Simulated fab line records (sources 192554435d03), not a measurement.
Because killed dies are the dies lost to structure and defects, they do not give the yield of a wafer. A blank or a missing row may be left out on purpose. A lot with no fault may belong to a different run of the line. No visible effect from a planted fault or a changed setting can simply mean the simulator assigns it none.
Which tool was responsible? / flow n5-finfet / 10 lots with 28 wafers sampled at 5 steps, on a route of 1938 steps

WHAT THE GAUGES SHOWED, per wafer
N5_BEOL_M12_THK_MEAS_01.
lot=L918; measured=day 10 19:25; on=film-metro-02; M12_ILD_THK (nm)=653 647 658
lot=L921; measured=day 11 10:56; on=film-metro-01; M12_ILD_THK (nm)=648 656 657
lot=L925; measured=day 12 12:38; on=film-metro-01; M12_ILD_THK (nm)=652 658 664
lot=L926; measured=day 12 14:32; on=film-metro-01; M12_ILD_THK (nm)=664 658 663
lot=L927; measured=day 12 23:29; on=film-metro-01; M12_ILD_THK (nm)=659 654 666
lot=L928; measured=day 13 03:04; on=film-metro-02; M12_ILD_THK (nm)=659 668 666
lot=L932; measured=day 13 22:54; on=film-metro-02; M12_ILD_THK (nm)=969 985
lot=L933; measured=day 14 00:14; on=film-metro-01; M12_ILD_THK (nm)=971 661
lot=L940; measured=day 15 23:31; on=film-metro-02; M12_ILD_THK (nm)=649 661 666
lot=L939; measured=day 17 03:59; on=film-metro-01; M12_ILD_THK (nm)=658 658 661

EACH LOT AND THE TOOL THAT RAN IT (in order: tool; ch and the chambers of the sampled wafers; start)
lot=L918; N5_BEOL_M11_CURE_72=uv-cure-02 ch 2, day 10 15:29; N5_BEOL_M11_SPUTTER_48=pvd-sputter-01, day 10 18:16; N5_BEOL_M11_ANNEAL_51=rtp-anneal-01 ch 0, day 10 18:30; N5_BEOL_M12_ILD_DEP_00=pecvd-02 ch 1,2, day 10 19:17
lot=L921; N5_BEOL_M11_CURE_72=uv-cure-03 ch 0, day 11 08:46; N5_BEOL_M11_SPUTTER_48=pvd-sputter-03, day 11 09:48; N5_BEOL_M11_ANNEAL_51=rtp-anneal-01 ch 0, day 11 10:07; N5_BEOL_M12_ILD_DEP_00=pecvd-04 ch 0,1, day 11 10:49
lot=L925; N5_BEOL_M11_CURE_72=uv-cure-02 ch 1, day 12 08:32; N5_BEOL_M11_SPUTTER_48=pvd-sputter-03, day 12 09:49; N5_BEOL_M11_ANNEAL_51=rtp-anneal-02 ch 0, day 12 11:43; N5_BEOL_M12_ILD_DEP_00=pecvd-01 ch 0,1,2, day 12 12:30
lot=L926; N5_BEOL_M11_CURE_72=uv-cure-02 ch 0, day 12 12:01; N5_BEOL_M11_SPUTTER_48=pvd-sputter-01, day 12 13:01; N5_BEOL_M11_ANNEAL_51=rtp-anneal-02 ch 0, day 12 13:37; N5_BEOL_M12_ILD_DEP_00=pecvd-02 ch 0,1,2, day 12 14:24
lot=L927; N5_BEOL_M11_CURE_72=uv-cure-02 ch 2, day 12 19:50; N5_BEOL_M11_SPUTTER_48=pvd-sputter-02, day 12 22:13; N5_BEOL_M11_ANNEAL_51=rtp-anneal-02 ch 0, day 12 22:31; N5_BEOL_M12_ILD_DEP_00=pecvd-04 ch 0,2, day 12 23:22
lot=L928; N5_BEOL_M11_CURE_72=uv-cure-02 ch 0, day 13 00:48; N5_BEOL_M11_SPUTTER_48=pvd-sputter-01, day 13 01:55; N5_BEOL_M11_ANNEAL_51=rtp-anneal-02 ch 0, day 13 02:08; N5_BEOL_M12_ILD_DEP_00=pecvd-04 ch 1,2, day 13 02:56
lot=L932; N5_BEOL_M11_CURE_72=uv-cure-03 ch 1, day 13 20:01; N5_BEOL_M11_SPUTTER_48=pvd-sputter-03, day 13 21:46; N5_BEOL_M11_ANNEAL_51=rtp-anneal-01 ch 0, day 13 22:02; N5_BEOL_M12_ILD_DEP_00=pecvd-04 ch 0,2, day 13 22:46
lot=L933; N5_BEOL_M11_CURE_72=uv-cure-01 ch 0, day 13 21:16; N5_BEOL_M11_SPUTTER_48=pvd-sputter-03, day 13 22:42; N5_BEOL_M11_ANNEAL_51=rtp-anneal-01 ch 0, day 13 23:25; N5_BEOL_M12_ILD_DEP_00=pecvd-04 ch 1,2, day 14 00:09
lot=L940; N5_BEOL_M11_CURE_72=uv-cure-01 ch 1, day 15 20:19; N5_BEOL_M11_SPUTTER_48=pvd-sputter-02, day 15 21:59; N5_BEOL_M11_ANNEAL_51=rtp-anneal-01 ch 0, day 15 22:34; N5_BEOL_M12_ILD_DEP_00=pecvd-02 ch 1,2, day 15 23:20
lot=L939; N5_BEOL_M11_CURE_72=uv-cure-02 ch 1, day 17 01:20; N5_BEOL_M11_SPUTTER_48=pvd-sputter-02, day 17 02:23; N5_BEOL_M11_ANNEAL_51=rtp-anneal-01 ch 0, day 17 02:55; N5_BEOL_M12_ILD_DEP_00=pecvd-02 ch 0,1,2, day 17 03:52
- N5_BEOL_M11_CURE_72: cures SiCOH lowk, time 120 s.
- N5_BEOL_M11_SPUTTER_48: material Cu, target thk 12 nm, time 2 s.
- N5_BEOL_M11_ANNEAL_51: time 90 s.
- N5_BEOL_M12_ILD_DEP_00: deposits SiOC from DEMS/O2, target thk 658.92 nm, time 130.7 s.

AS READ BY THE TOOLS THEMSELVES (means over the sampled wafers that have a number; for cases with no such wafer, the mark the record gives instead)
N5_BEOL_M11_CURE_72.
lot=L918; tool=uv-cure-02; lamp-power-pct (%)=52.32; wafer_temp_C_max=373.4
lot=L921; tool=uv-cure-03; lamp-power-pct (%)=52.32; wafer_temp_C_max=372.2
lot=L925; tool=uv-cure-02; lamp-power-pct (%)=52.27; wafer_temp_C_max=371.9
lot=L926; tool=uv-cure-02; lamp-power-pct (%)=52.32; wafer_temp_C_max=371.6
lot=L927; tool=uv-cure-02; lamp-power-pct (%)=52.29; wafer_temp_C_max=373.2
lot=L928; tool=uv-cure-02; lamp-power-pct (%)=52.31; wafer_temp_C_max=371.6
lot=L932; tool=uv-cure-03; lamp-power-pct (%)=52.36; wafer_temp_C_max=372.2
lot=L933; tool=uv-cure-01; lamp-power-pct (%)=52.35; wafer_temp_C_max=371.1
lot=L940; tool=uv-cure-01; lamp-power-pct (%)=52.30; wafer_temp_C_max=371.3
lot=L939; tool=uv-cure-02; lamp-power-pct (%)=52.33; wafer_temp_C_max=372.0

N5_BEOL_M11_SPUTTER_48.
lot=L918; tool=pvd-sputter-01; chamber-pressure-pa (Pa)=0.13016; substrate-temp-c (C)=-20.03; throttle-valve-pct (%)=29.5
lot=L921; tool=pvd-sputter-03; chamber-pressure-pa (Pa)=0.12994; substrate-temp-c (C)=-20.00; throttle-valve-pct (%)=29.2
lot=L925; tool=pvd-sputter-03; chamber-pressure-pa (Pa)=0.13000; substrate-temp-c (C)=-20.03; throttle-valve-pct (%)=29.7
lot=L926; tool=pvd-sputter-01; chamber-pressure-pa (Pa)=0.13017; substrate-temp-c (C)=-20.01; throttle-valve-pct (%)=29.0
lot=L927; tool=pvd-sputter-02; chamber-pressure-pa (Pa)=0.13003; substrate-temp-c (C)=-20.06; throttle-valve-pct (%)=30.6
lot=L928; tool=pvd-sputter-01; chamber-pressure-pa (Pa)=0.13016; substrate-temp-c (C)=-19.93; throttle-valve-pct (%)=30.0
lot=L932; tool=pvd-sputter-03; chamber-pressure-pa (Pa)=0.12977; substrate-temp-c (C)=-20.20; throttle-valve-pct (%)=31.6
lot=L933; tool=pvd-sputter-03; chamber-pressure-pa (Pa)=0.13002; substrate-temp-c (C)=-19.99; throttle-valve-pct (%)=30.4
lot=L940; tool=pvd-sputter-02; chamber-pressure-pa (Pa)=0.12990; substrate-temp-c (C)=-19.89; throttle-valve-pct (%)=30.7
lot=L939; tool=pvd-sputter-02; chamber-pressure-pa (Pa)=0.12997; substrate-temp-c (C)=-20.00; throttle-valve-pct (%)=30.6

N5_BEOL_M11_ANNEAL_51.
lot=L918 tool=rtp-anneal-01 wafer_temp_C_max=225.81
lot=L921 tool=rtp-anneal-01 wafer_temp_C_max=226.10
lot=L925 tool=rtp-anneal-02 wafer_temp_C_max=225.68
lot=L926 tool=rtp-anneal-02 wafer_temp_C_max=225.74
lot=L927 tool=rtp-anneal-02 wafer_temp_C_max=225.68
lot=L928 tool=rtp-anneal-02 wafer_temp_C_max=225.48
lot=L932 tool=rtp-anneal-01 wafer_temp_C_max=225.80
lot=L933 tool=rtp-anneal-01 wafer_temp_C_max=226.05
lot=L940 tool=rtp-anneal-01 wafer_temp_C_max=226.00
lot=L939 tool=rtp-anneal-01 wafer_temp_C_max=225.55

N5_BEOL_M12_ILD_DEP_00.
lot=L918; tool=pecvd-02; heater-power-w (W)=451; rf-fwd-power-W (W)=497.1; run-length-s (s)=175.6; showerhead-plenum-p-Torr (Torr)=5.693; throttle-valve-pct (%)=12.6
lot=L921; tool=pecvd-04; heater-power-w (W)=396; rf-fwd-power-W (W)=496.8; run-length-s (s)=175.3; showerhead-plenum-p-Torr (Torr)=5.679; throttle-valve-pct (%)=11.5
lot=L925; tool=pecvd-01; heater-power-w (W)=537; rf-fwd-power-W (W)=498.4; run-length-s (s)=175.1; showerhead-plenum-p-Torr (Torr)=5.696; throttle-valve-pct (%)=12.0
lot=L926; tool=pecvd-02; heater-power-w (W)=463; rf-fwd-power-W (W)=497.3; run-length-s (s)=176.0; showerhead-plenum-p-Torr (Torr)=5.704; throttle-valve-pct (%)=12.3
lot=L927; tool=pecvd-04; heater-power-w (W)=429; rf-fwd-power-W (W)=497.9; run-length-s (s)=175.2; showerhead-plenum-p-Torr (Torr)=5.700; throttle-valve-pct (%)=11.3
lot=L928; tool=pecvd-04; heater-power-w (W)=421; rf-fwd-power-W (W)=496.8; run-length-s (s)=175.1; showerhead-plenum-p-Torr (Torr)=5.691; throttle-valve-pct (%)=11.3
lot=L932; tool=pecvd-04; heater-power-w (W)=425; rf-fwd-power-W (W)=497.6; run-length-s (s)=239.4; showerhead-plenum-p-Torr (Torr)=5.707; throttle-valve-pct (%)=11.3
lot=L933; tool=pecvd-04; heater-power-w (W)=386; rf-fwd-power-W (W)=496.9; run-length-s (s)=206.8; showerhead-plenum-p-Torr (Torr)=5.703; throttle-valve-pct (%)=11.4
lot=L940; tool=pecvd-02; heater-power-w (W)=443; rf-fwd-power-W (W)=498.0; run-length-s (s)=175.2; showerhead-plenum-p-Torr (Torr)=5.690; throttle-valve-pct (%)=12.7
lot=L939; tool=pecvd-02; heater-power-w (W)=459; rf-fwd-power-W (W)=498.5; run-length-s (s)=175.9; showerhead-plenum-p-Torr (Torr)=5.703; throttle-valve-pct (%)=12.6

THE ANSWER, worked out from the rows above alone
Rule: usual is defined by the lots themselves. The widest of any qualifying gaps counts: lots, ordered by their means at a reading, are off when they make up no more than a third of the lots, leave a main group of 4 or more, and stand apart from it by 3 or more times the standard deviation of that group's means. The tables above print the reading to a certain number of digits; a main group whose means all agree to those digits is not used. Also off: a lot with no number at a reading for which 4 or more lots have one. Where the step has rows for the other lots, those lots are counted as sound. First the gauges in route order, then the tools' own readings, where a lot's mean is used as printed above. At the first step where some lot is off, the reading lying furthest off is the one used; lots without a number count as furthest.
Off: at N5_BEOL_M12_THK_MEAS_01 (M12_ILD_THK), L932, L933. Mean 658 nm and standard deviation 3.6 in the main group.
A tool fits if, at a process step before that reading, it ran every lot that is off, and no sound lot after the first of them. The gauges at N5_BEOL_M12_THK_MEAS_01 aren't tried: what is off there is off at N5_BEOL_M12_ILD_DEP_00 too, on other tools, and a gauge's error can't cause that. This does not decide it: 2 tools fit, namely pvd-sputter-03 at N5_BEOL_M11_SPUTTER_48 and pecvd-04 at N5_BEOL_M12_ILD_DEP_00.

WHAT THE SIMULATOR PUT IN
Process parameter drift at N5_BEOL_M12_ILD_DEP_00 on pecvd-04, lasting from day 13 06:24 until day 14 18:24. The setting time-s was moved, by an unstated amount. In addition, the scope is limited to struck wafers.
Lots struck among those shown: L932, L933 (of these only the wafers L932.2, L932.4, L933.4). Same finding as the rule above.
